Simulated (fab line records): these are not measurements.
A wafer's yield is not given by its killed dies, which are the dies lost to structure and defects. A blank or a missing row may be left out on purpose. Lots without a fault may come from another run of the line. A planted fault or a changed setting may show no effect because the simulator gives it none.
Which tool is to blame? || flow n5 finfet || 11 lots, 33 wafers sampled, at 4 steps of a route of 1938

## WHAT THE GAUGES SHOWED, per wafer
N5_BEOL_M13_INSPECT_55: inspects for defects (darkfield).
{"lot": "L074", "measured": "day 14 00:28", "on": "defect inspect-02", "raw defect count": "51 92 73"}
{"lot": "L080", "measured": "day 15 03:56", "on": "defect inspect-02", "raw defect count": "53 39 31"}
{"lot": "L079", "measured": "day 15 19:18", "on": "defect inspect-02", "raw defect count": "47 54 70"}
{"lot": "L082", "measured": "day 15 22:35", "on": "defect inspect-01", "raw defect count": "72 66 57"}
{"lot": "L085", "measured": "day 16 09:43", "on": "defect inspect-01", "raw defect count": "44 45 35"}
{"lot": "L084", "measured": "day 17 04:56", "on": "defect inspect-01", "raw defect count": "46 66 55"}
{"lot": "L088", "measured": "day 17 13:26", "on": "defect inspect-02", "raw defect count": "49 82 61"}
{"lot": "L091", "measured": "day 17 20:10", "on": "defect inspect-02", "raw defect count": "107 101 63"}
{"lot": "L093", "measured": "day 18 18:40", "on": "defect inspect-01", "raw defect count": "111 96 140"}
{"lot": "L092", "measured": "day 19 06:06", "on": "defect inspect-01", "raw defect count": "56 55 57"}
{"lot": "L096", "measured": "day 19 21:26", "on": "defect inspect-02", "raw defect count": "58 78 60"}

## WHAT TOOL EACH LOT RAN ON (gives the tool, then ch and the chambers of the sampled wafers, and finally the start)
{"lot": "L074", "N5_BEOL_M12_DESCUM_33": "rie diel-04 ch 0,1,2, day 13 16:16", "N5_BEOL_M12_SPUTTER_44": "pvd sputter-01, day 13 17:47", "N5_BEOL_M12_DEP_53": "pecvd-03 ch 0,1,2, day 13 18:47"}
{"lot": "L080", "N5_BEOL_M12_DESCUM_33": "rie diel-04 ch 2,3, day 14 18:33", "N5_BEOL_M12_SPUTTER_44": "pvd sputter-01, day 14 20:11", "N5_BEOL_M12_DEP_53": "pecvd-01 ch 1,2, day 14 21:11"}
{"lot": "L079", "N5_BEOL_M12_DESCUM_33": "rie diel-01 ch 1,2,3, day 15 08:11", "N5_BEOL_M12_SPUTTER_44": "pvd sputter-03, day 15 11:02", "N5_BEOL_M12_DEP_53": "pecvd-01 ch 0,2, day 15 12:01"}
{"lot": "L082", "N5_BEOL_M12_DESCUM_33": "rie diel-01 ch 1,3, day 15 12:21", "N5_BEOL_M12_SPUTTER_44": "pvd sputter-03, day 15 14:37", "N5_BEOL_M12_DEP_53": "pecvd-01 ch 0,1, day 15 15:37"}
{"lot": "L085", "N5_BEOL_M12_DESCUM_33": "rie diel-04 ch 0,2,3, day 16 00:54", "N5_BEOL_M12_SPUTTER_44": "pvd sputter-01, day 16 03:58", "N5_BEOL_M12_DEP_53": "pecvd-03 ch 0,1,2, day 16 04:59"}
{"lot": "L084", "N5_BEOL_M12_DESCUM_33": "rie diel-01 ch 0,1,3, day 16 17:38", "N5_BEOL_M12_SPUTTER_44": "pvd sputter-02, day 16 19:01", "N5_BEOL_M12_DEP_53": "pecvd-03 ch 1,2, day 16 20:02"}
{"lot": "L088", "N5_BEOL_M12_DESCUM_33": "rie diel-05 ch 0,1, day 17 00:11", "N5_BEOL_M12_SPUTTER_44": "pvd sputter-02, day 17 03:38", "N5_BEOL_M12_DEP_53": "pecvd-01 ch 0,1,2, day 17 04:38"}
{"lot": "L091", "N5_BEOL_M12_DESCUM_33": "rie diel-05 ch 0,2,3, day 17 11:03", "N5_BEOL_M12_SPUTTER_44": "pvd sputter-02, day 17 12:40", "N5_BEOL_M12_DEP_53": "pecvd-01 ch 0,2, day 17 14:10"}
{"lot": "L093", "N5_BEOL_M12_DESCUM_33": "rie diel-04 ch 1,2, day 18 11:38", "N5_BEOL_M12_SPUTTER_44": "pvd sputter-01, day 18 12:45", "N5_BEOL_M12_DEP_53": "pecvd-03 ch 1,2, day 18 13:45"}
{"lot": "L092", "N5_BEOL_M12_DESCUM_33": "rie diel-04 ch 1,3, day 18 20:25", "N5_BEOL_M12_SPUTTER_44": "pvd sputter-01, day 18 21:32", "N5_BEOL_M12_DEP_53": "pecvd-01 ch 0,1, day 18 22:37"}
{"lot": "L096", "N5_BEOL_M12_DESCUM_33": "rie diel-05 ch 1,2,3, day 19 07:23", "N5_BEOL_M12_SPUTTER_44": "pvd sputter-03, day 19 08:31", "N5_BEOL_M12_DEP_53": "pecvd-01 ch 0,1,2, day 19 09:31"}
- N5_BEOL_M12_DESCUM_33: chemistry O2, time 7.9 s.
- N5_BEOL_M12_SPUTTER_44: material Ta, target thk 10 nm, time 16.13 s.
- N5_BEOL_M12_DEP_53: deposits SiCN from 3MS/NH3, target thk 30 nm, time 10.5 s.

## THE ANSWER, worked out from the rows above alone
Rule: what is usual is taken from the lots themselves. Put in order of their means at a reading, lots are off if they are a third of the lots or fewer, leave a main group of 4 or more, and stand apart from it by a gap of 3 or more times the standard deviation of the main group's means; of several such gaps the widest counts. A main group is skipped when, at the precision printed for the reading in the tables above, its means are all equal. A lot without any number at a reading at which 4 lots or more have one is off too. The other lots that the step has rows for count as sound.
None of the lots is off at any reading shown; this tells nothing.

## WHAT THE SIMULATOR HAD INSERTED
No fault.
